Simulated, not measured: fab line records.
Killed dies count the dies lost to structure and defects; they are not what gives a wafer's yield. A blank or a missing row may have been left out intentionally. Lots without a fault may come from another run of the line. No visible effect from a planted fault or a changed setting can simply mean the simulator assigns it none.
Problem report in the 8D (eight disciplines) form, filled by code    flow n5Finfet    the parts of the form that need people (team, actions taken, sign-off) are left out

## 1. THE PROBLEM
Wafers free of any fault read 0.0 nm (standard deviation 0.83) for SD_N_BLK_OVL at N5_SD_EPI_N_OVL_MEAS_10, against a mean of 32.4 nm on 6 wafers of 2 lots. That puts it +39 standard deviations away from the usual mean.
The first sign was on wafer L774.1 at day 6 12:05, on overlay-02. Wafers with a number at this step in the record: 26, from 9 lots. By rule, "out" or "out of limits" means more than 4 standard deviations away from the usual mean. All remaining wafers that have a number are taken as sound.

## 2. WHAT THIS IS AND IS NOT
question                     is                      is not
which readings at this step  SD_N_BLK_OVL            -
which lots                   L774, L776              L762, L763, L765, L777, L778, L782, L783
which wafers of those lots   all that have a number  -
read on which gauges         overlay-02              overlay-01
when                         from day 6 12:05        up to then (9 sound wafers); but 11 sound wafers of L777, L778, L782, L783 came after

## 3. WHAT RULES OUT EACH SUSPECT
Counting: a tool at any process step up to the reading remains a suspect when it ran all the lots that are out and ran no sound lot after the first of those.
- the gauge at N5_SD_EPI_N_OVL_MEAS_10: kept. All the wafers that are out were read on overlay-02, and no step on other tools shows them out.
- arfiScanner-01 at N5_SD_EPI_N_EXPOSE_06 (exposes mask SD N BLK, target cd 120 nm): kept. It processed each lot that is out, first L774 at day 6 11:56, and no sound lot thereafter; up to then, the last sound lot it processed was L765 at day 4 09:46.
Remaining after the count are arfiScanner-01 at N5_SD_EPI_N_EXPOSE_06 and overlay-02 at N5_SD_EPI_N_OVL_MEAS_10.

## 4. THE CAUSE (what the simulator had put in)
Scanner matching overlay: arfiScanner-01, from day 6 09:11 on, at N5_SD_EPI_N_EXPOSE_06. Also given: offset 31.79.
This tool is one of the 2 suspects left after counting.

## 5. THE EFFECT CHAIN, in route order
Each row: a reading whose mean over the struck wafers that have a number lies more than 3 standard deviations from the usual. Only readings for which the record gives a usual standard deviation are gone through. hours: the time from each lot's start at the first step in this table that gives one to its start at this step, as a median over the lots. sigmas: the change in usual standard deviations.
hours  step                     reading       usual   on struck wafers  change  sigmas
0      N5_SD_EPI_N_OVL_MEAS_10  SD_N_BLK_OVL  0.0 nm  32.4              +32.4   +39
At these later measuring or inspecting steps, every struck wafer for which the step has a row has a number for every such reading, and none has moved that far: N5_BEOL_M4_RC_MEAS_101.

## 6. WHAT WOULD HAVE CAUGHT IT SOONER
In this record the first reading out of limits at a measuring or inspecting step was taken at day 6 12:05, 3 hours after the fault began at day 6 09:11.
L776, from the lots that are out (2), started N5_SD_EPI_N_EXPOSE_06 on arfiScanner-01 later than day 6 12:05. Had the tool been put on hold then, it would have been spared.
